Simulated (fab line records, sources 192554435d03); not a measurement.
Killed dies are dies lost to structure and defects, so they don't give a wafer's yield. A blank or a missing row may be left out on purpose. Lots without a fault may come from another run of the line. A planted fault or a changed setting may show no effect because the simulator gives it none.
Chamber matching | flow n5_finfet | N5_BEOL_M15_DESCUM_33 on rie_diel-03: 4 sister chambers
The step chemistry O2, time 7.9 s. 20 wafers are shown with their chamber, then 10 later ones without.

WAFERS WITH THEIR CHAMBER
wafer  | chamber | drypump_motor_current_A (A) | throttle_valve_pct (%) | oes_product_au (a.u.)
L074.1 | 2       | 5.5                         | 20.82                  | 0.68
L074.4 | 3       | 6.2                         | 20.47                  | 0.71
L074.5 | 3       | 6.2                         | 20.48                  | 0.71
L076.2 | 3       | 6.2                         | 20.48                  | 0.71
L076.3 | 2       | 5.5                         | 20.82                  | 0.67
L076.4 | 0       | 5.0                         | 20.04                  | 0.83
L079.1 | 3       | 6.3                         | 20.50                  | 0.70
L079.3 | 0       | 5.0                         | 20.06                  | 0.83
L079.6 | 0       | 5.0                         | 20.05                  | 0.82
L081.2 | 0       | 5.0                         | 20.07                  | 0.81
L081.3 | 3       | 6.2                         | 20.49                  | 0.69
L081.5 | 2       | 5.5                         | 20.31                  | 0.95
L082.3 | 2       | 5.5                         | 20.32                  | 0.94
L082.4 | 3       | 6.2                         | 20.51                  | 0.69
L082.5 | 0       | 5.0                         | 20.08                  | 0.80
L083.2 | 1       | 5.3                         | 20.16                  | 0.72
L083.5 | 3       | 6.3                         | 20.50                  | 0.68
L083.6 | 0       | 5.0                         | 20.08                  | 0.79
L087.1 | 2       | 5.5                         | 20.33                  | 0.90
L087.5 | 0       | 5.0                         | 20.09                  | 0.80

SIGNATURES (means of the wafers above)
reading                 | chamber 0 | chamber 1 | chamber 2 | chamber 3 | scatter within a chamber
drypump_motor_current_A | 5.000     | 5.300     | 5.500     | 6.229     | 0.0299
throttle_valve_pct      | 20.0671   | 20.1600   | 20.5200   | 20.4900   | 0.138
oes_product_au          | 0.8114    | 0.7200    | 0.8280    | 0.6986    | 0.0715
Rule: a wafer's distance from a chamber is the root of the sum, over the readings, of the square of ((its reading less the chamber's mean) divided by the reading's scatter). The wafer belongs to the nearest chamber; if the next one is less than 2 further off, it can't be placed. The scatter: the root of (the sum of the squares of (reading less its chamber's mean) over the shown wafers, divided by (wafers less chambers)).

WAFERS WITHOUT THEIR CHAMBER
wafer  | drypump_motor_current_A (A) | throttle_valve_pct (%) | oes_product_au (a.u.)
L087.6 | 5.3                         | 20.18                  | 0.72
L091.2 | 5.5                         | 20.36                  | 0.90
L091.3 | 6.2                         | 20.16                  | 1.00
L091.6 | 6.3                         | 20.17                  | 0.98
L093.3 | 5.5                         | 20.37                  | 0.89
L093.4 | 5.0                         | 20.09                  | 0.79
L093.6 | 5.0                         | 20.11                  | 0.79
L094.1 | 6.2                         | 20.16                  | 0.96
L094.5 | 6.2                         | 20.17                  | 0.97
L094.6 | 5.0                         | 20.12                  | 0.78

WHICH CHAMBER EACH WENT THROUGH
wafer  | from the rows above | in truth
L087.6 | 1                   | 1
L091.2 | 2                   | 2
L091.3 | 3                   | 3
L091.6 | 3                   | 3
L093.3 | 2                   | 2
L093.4 | 0                   | 0
L093.6 | 0                   | 0
L094.1 | 3                   | 3
L094.5 | 3                   | 3
L094.6 | 0                   | 0
Placed correctly: 10 of 10. Can't be placed from these rows: 0. Placed wrongly: 0.
